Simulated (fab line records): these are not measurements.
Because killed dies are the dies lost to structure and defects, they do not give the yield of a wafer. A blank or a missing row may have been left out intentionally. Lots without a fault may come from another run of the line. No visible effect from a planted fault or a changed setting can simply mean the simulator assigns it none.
fab line records    flow n5-finfet    part 2 of 2: steps 5 to 6 of 6
record lots=24  wafers=72  last-day=18
route steps=1938 shown BEOL_M8@1370 BEOL_M9@1402
lots that met no fault: taken from a fault-free run of the same line
start-h: hours from the record's opening day to when the first of the lot's shown wafers began    wait-h: hours from the lot's prior step to this one    " repeats the value in the row above    L1.1+2: several wafers, shown together as one row    - no value, or no start was given    * or withheld: withheld    < > ~ a bound
route shown NAME@n: NAME is a module with steps in the file, n the number in the route of the first one    usual: mean/standard deviation of fault-free wafers    same: alike in all rows    chamber/n: place in a boat    sites: each site's reading    _std_site: the values' standard deviation    _edge_site: inner sites' mean taken away from outer sites' mean    radius-mm: for every site, how far away it sits from the centre of the wafer    mask NAME#n: copy n    behind: tool/chamber where the wafer was last shaped    hold: why the lot went on hold/how many hours it stayed there/how the hold came to an end    device: whichever transistor did not switch (one of n, p or np)    end of line: the route-end tests of the same wafers    a step without rows: its recipe alone    killed: at the first sort, the dies lost to defects and structure; wafer yield is something else    map: a wafer's dies, marking killed ones x, the rest . and places with no die _
set.NAME: the setting as run; set.NAME@STEP: as run at that earlier step    model.NAME: the simulator's own value behind a step, which no gauge read
route steps across a sampled set of lots; one table per step, one row per wafer
services: a tool's chamber out of use, with start hour (start-h, from the record's first day; less than 0 if before it), hours out, and reason
## steps
# step N5_BEOL_M9_CURE_71
# recipe temp-c=385  time-s=240  ambient=He/Ar  material=SiCOH_lowk
# usual lamp-power-pct=52.31/0.051  wafer_temp_C_max=386.5/0.41
lot.wafer  tool        chamber  start-h  wait-h  lamp-power-pct  wafer_temp_C_max
L074.4     uv-cure-01  1        215.69   0.3     52.30           385.8
L074.5     "           1        "        "       52.47           385.8
L074.6     "           1        "        "       52.31           386.6
L075.2     uv-cure-01  1        221.78   0.1     52.41           386.6
L075.4     "           1        "        "       52.32           386.7
L075.6     "           1        "        "       52.34           386.7
L077.1     uv-cure-03  0        223.80   0.0     52.30           386.3
L077.2     "           0        "        "       52.31           386.3
L077.5     "           0        "        "       52.31           386.4
L076.2     uv-cure-03  1        226.26   0.1     52.31           386.7
L076.3     "           1        "        "       52.21           386.6
L076.5     "           1        "        "       52.36           386.5
L079.3     uv-cure-02  0        254.02   0.2     52.30           386.6
L079.4     "           0        "        "       52.26           387.2
L079.5     "           0        "        "       52.40           386.8
L078.2     uv-cure-03  1        254.22   0.2     52.32           386.8
L078.5     "           1        "        "       52.29           387.4
L078.6     "           1        "        "       52.24           387.0
L082.1     uv-cure-03  2        264.66   0.0     52.28           386.7
L082.3     "           2        "        "       52.34           386.4
L082.5     "           2        "        "       52.30           386.6
L080.2     uv-cure-01  2        267.01   0.1     52.36           386.5
L080.5     "           2        "        "       52.28           387.6
L080.6     "           2        "        "       52.24           387.0
L081.2     uv-cure-03  1        267.33   0.1     52.35           386.4
L081.4     "           1        "        "       52.30           386.5
L081.5     "           1        "        "       52.24           386.3
L085.1     uv-cure-01  1        275.48   0.1     52.27           386.3
L085.2     "           1        "        "       52.23           387.0
L085.6     "           1        "        "       52.35           386.1
L083.1     uv-cure-03  2        280.08   0.0     52.26           386.9
L083.3     "           2        "        "       52.32           386.3
L083.4     "           2        "        "       52.31           386.2
L087.3     uv-cure-03  0        284.61   0.4     52.35           386.0
L087.4     "           0        "        "       52.28           386.0
L087.5     "           0        "        "       52.28           385.9
L084.2     uv-cure-02  2        285.60   0.2     52.28           387.1
L084.4     "           2        "        "       52.32           388.0
L084.6     "           2        "        "       52.29           387.5
L086.3     uv-cure-03  1        286.04   0.2     52.27           386.8
L086.4     "           1        "        "       52.36           386.4
L086.5     "           1        "        "       52.33           387.0
L088.2     uv-cure-03  0        295.31   0.2     52.24           386.3
L088.4     "           0        "        "       52.31           386.1
L088.5     "           0        "        "       52.30           386.0
L089.2     uv-cure-03  2        302.01   0.2     52.24           386.8
L089.3     "           2        "        "       52.31           386.5
L089.5     "           2        "        "       52.29           386.2
L090.3     uv-cure-03  1        317.55   0.4     52.34           386.6
L090.4     "           1        "        "       52.36           386.8
L090.5     "           1        "        "       52.28           386.8
L092.1     uv-cure-03  2        325.99   0.1     52.30           386.4
L092.2     "           2        "        "       52.37           386.6
L092.3     "           2        "        "       52.34           386.1
L091.1     uv-cure-03  0        326.71   0.1     52.32           386.0
L091.2     "           0        "        "       52.34           385.8
L091.3     "           0        "        "       52.22           386.1
L093.2     uv-cure-03  0        336.25   0.1     52.33           386.4
L093.3     "           0        "        "       52.23           386.1
L093.4     "           0        "        "       52.34           386.1
L094.1     uv-cure-03  2        343.06   0.2     52.34           386.6
L094.5     "           2        "        "       52.34           386.5
L094.6     "           2        "        "       52.26           386.6
L097.2     uv-cure-01  1        352.56   0.2     52.30           386.9
L097.4     "           1        "        "       52.31           386.2
L097.5     "           1        "        "       52.36           386.5
L096.1     uv-cure-01  1        357.34   0.1     52.31           386.2
L096.2     "           1        "        "       52.36           387.5
L096.4     "           1        "        "       52.34           386.1
L095.2     uv-cure-03  2        358.05   0.2     52.25           386.1
L095.3     "           2        "        "       52.27           386.4
L095.4     "           2        "        "       52.23           386.3
# step N5_BEOL_M9_STRIP_19
# recipe chemistry=O2  power-w=400  temp-c=40  pressure-mtorr=30  rf-frequency-hz=6e+07  bias-power-w=0  overash-fraction=0.2  o2-flow-sccm=225
# usual drypump-motor-current-A=5.7/0.33  oes-product-au=0.80/0.098  rf-vpp-V=3.6/0.62  showerhead-plenum-p-Torr=2.10/0.048  throttle-valve-pct=16.57/0.2
lot.wafer  tool         chamber  start-h  wait-h  drypump-motor-current-A  oes-product-au  rf-hours-counter-h  rf-vpp-V  showerhead-plenum-p-Torr  throttle-valve-pct
L074.4     rie-diel-05  1        217.60   0.1     5.2                      0.74            155                 2.8       2.11                      16.49
L074.5     "            2        "        "       5.9                      0.71            -                   2.5       2.08                      16.78
L074.6     "            1        "        "       5.2                      0.73            -                   3.2       2.11                      16.50
L075.2     rie-diel-04  3        223.72   0.1     5.9                      0.94            7                   3.9       2.13                      16.40
L075.4     "            1        "        "       6.3                      0.68            -                   3.6       2.15                      16.92
L075.6     "            3        "        "       5.9                      0.95            -                   2.4       2.13                      16.38
L077.1     rie-diel-05  0        226.82   0.2     5.4                      0.87            37                  3.4       2.23                      16.58
L077.2     "            1        "        "       5.2                      0.74            158                 4.3       2.11                      16.54
L077.5     "            2        "        "       5.8                      0.70            -                   3.8       2.08                      16.76
L076.2     rie-diel-01  1        230.21   0.1     5.6                      0.73            186                 4.6       2.09                      16.69
L076.3     "            2        "        "       5.4                      0.67            257                 3.1       2.06                      17.19
L076.5     "            2        "        "       5.4                      0.68            -                   3.1       2.06                      17.18
L079.3     rie-diel-01  1        259.21   0.1     5.5                      0.72            197                 3.4       2.09                      16.69
L079.4     "            3        "        "       5.7                      0.72            -                   3.3       2.00                      16.54
L079.5     "            0        "        "       5.3                      0.81            -                   4.0       2.11                      16.60
L078.2     rie-diel-04  0        259.43   0.1     5.6                      0.95            9                   3.6       2.15                      16.39
L078.5     "            3        "        "       5.9                      0.91            -                   4.5       2.13                      16.38
L078.6     "            0        "        "       5.6                      0.95            -                   4.6       2.15                      16.38
L082.1     rie-diel-04  3        267.25   0.1     5.9                      0.90            21                  3.8       2.13                      16.41
L082.3     "            2        "        "       6.2                      0.83            55                  4.2       2.06                      16.24
L082.5     "            0        "        "       5.7                      0.95            -                   2.6       2.14                      16.38
L080.2     rie-diel-04  3        269.85   0.1     5.9                      0.89            22                  3.4       2.13                      16.41
L080.5     "            2        "        "       6.2                      0.83            -                   3.8       2.06                      16.24
L080.6     "            3        "        "       5.9                      0.90            -                   3.4       2.13                      16.40
L081.2     rie-diel-01  3        270.10   0.1     5.7                      0.70            169                 3.6       2.00                      16.59
L081.4     "            1        "        "       5.5                      0.71            -                   4.3       2.08                      16.73
L081.5     "            0        "        "       5.3                      0.79            -                   3.8       2.11                      16.64
L085.1     rie-diel-05  1        278.12   0.1     5.2                      0.72            174                 2.4       2.10                      16.53
L085.2     "            3        "        "       5.6                      0.67            240                 3.7       2.08                      16.91
L085.6     "            3        "        "       5.6                      0.66            -                   4.6       2.08                      16.87
L083.1     rie-diel-05  3        282.46   0.1     5.6                      0.65            241                 2.7       2.08                      16.88
L083.3     "            1        "        "       5.2                      0.72            175                 3.8       2.10                      16.55
L083.4     "            1        "        "       5.2                      0.72            -                   3.6       2.10                      16.56
L087.3     rie-diel-05  3        286.22   0.1     5.6                      0.67            242                 2.2       2.08                      16.88
L087.4     "            0        "        "       5.4                      0.86            52                  3.4       2.23                      16.61
L087.5     "            0        "        "       5.4                      0.86            -                   4.0       2.23                      16.62
L086.3     rie-diel-05  0        288.91   0.1     5.4                      0.84            54                  4.1       2.23                      16.63
L086.4     "            1        "        "       5.2                      0.72            178                 3.6       2.10                      16.52
L086.5     "            3        "        "       5.6                      0.65            -                   2.9       2.08                      16.90
L084.2     rie-diel-05  3        288.95   0.1     5.6                      0.66            243                 3.1       2.08                      16.90
L084.4     "            0        "        "       5.4                      0.85            54                  3.6       2.23                      16.62
L084.6     "            0        "        "       5.4                      0.86            -                   2.7       2.23                      16.60
L088.2     rie-diel-04  3        300.64   0.3     5.9                      0.87            32                  3.1       2.12                      16.42
L088.4     "            2        "        "       6.2                      0.82            68                  3.7       2.05                      16.26
L088.5     "            2        "        "       6.2                      0.81            -                   3.7       2.05                      16.24
L089.2     rie-diel-04  0        304.87   0.2     5.6                      0.91            28                  3.3       2.14                      16.40
L089.3     "            3        "        "       5.9                      0.88            34                  2.4       2.12                      16.44
L089.5     "            0        "        "       5.6                      0.91            -                   4.3       2.14                      16.43
L090.3     rie-diel-04  3        319.81   0.1     5.9                      0.88            39                  4.4       2.12                      16.43
L090.4     "            2        "        "       6.2                      0.82            75                  2.7       2.05                      16.30
L090.5     "            3        "        "       5.9                      0.86            -                   2.8       2.12                      16.46
L092.1     rie-diel-01  1        329.72   0.1     5.5                      0.70            221                 3.8       2.08                      16.77
L092.2     "            3        "        "       5.7                      0.69            190                 3.7       1.99                      16.62
L092.3     "            0        "        "       5.3                      0.76            114                 3.5       2.10                      16.66
L091.1     rie-diel-01  2        329.97   0.1     5.4                      0.93            13                  3.8       2.06                      16.70
L091.2     "            0        "        "       5.3                      0.77            114                 5.0       2.10                      16.67
L091.3     "            1        "        "       5.5                      0.71            221                 4.5       2.08                      16.77
L093.2     rie-diel-01  0        340.15   0.1     5.3                      0.76            117                 3.2       2.10                      16.69
L093.3     "            1        "        "       5.5                      0.69            225                 4.6       2.08                      16.79
L093.4     "            2        "        "       5.3                      0.93            17                  2.5       2.06                      16.71
L094.1     rie-diel-04  1        345.82   0.1     6.2                      0.95            20                  3.9       2.14                      16.51
L094.5     "            3        "        "       5.9                      0.86            -                   3.5       2.12                      16.46
L094.6     "            0        "        "       5.6                      0.88            -                   3.2       2.13                      16.41
L097.2     rie-diel-04  0        355.73   0.1     5.6                      0.87            46                  3.1       2.13                      16.44
L097.4     "            2        "        "       6.2                      0.81            86                  4.1       2.05                      16.29
L097.5     "            2        "        "       6.2                      0.81            -                   2.9       2.05                      16.29
L096.1     rie-diel-04  2        360.32   0.1     6.2                      0.80            87                  4.1       2.05                      16.29
L096.2     "            0        "        "       5.7                      0.87            47                  4.1       2.13                      16.42
L096.4     "            3        "        "       5.9                      0.85            52                  3.3       2.12                      16.44
L095.2     rie-diel-04  1        360.83   0.1     6.3                      0.92            24                  3.9       2.14                      16.51
L095.3     "            2        "        "       6.2                      0.81            87                  3.7       2.04                      16.30
L095.4     "            0        "        "       5.6                      0.87            47                  4.3       2.13                      16.44
## services
tool            chamber  start-h  hours  kind
rie-diel-05     3        190.29   7.9    repair
rie-diel-01     1        194.00   11.3   repair
rie-diel-01     0        197.51   3.7    repair
rie-diel-04     0        206.61   -      clean
rie-diel-04     0        206.61   -      consumable-replace:focus-ring
rie-diel-04     0        206.61   19.9   scheduled-down
rie-diel-04     0        206.61   19.9   vent-cycle
rie-diel-01     3        226.04   5.8    repair
rie-diel-01     2        236.17   32.3   repair
rie-diel-01     -        236.82   0.8    repair
uv-cure-03      -        237.04   1.0    pm
rie-diel-06     3        237.05   5.0    repair
rie-diel-04     1        253.83   13.9   repair
uv-cure-02      -        259.58   1.0    pm
uv-cure-01      -        276.47   2.1    pm
rie-diel-01     1        279.30   8.4    repair
rie-diel-01     3        286.15   4.1    repair
rie-diel-04     3        287.19   4.6    repair
pvd-sputter-02  -        288.76   8.9    repair
rie-diel-05     -        295.90   14.6   pm
rie-diel-03     3        307.60   7.1    repair
uv-cure-01      -        318.51   0.3    repair
pvd-sputter-01  -        326.48   1.0    repair
rie-diel-02     3        335.50   4.8    repair
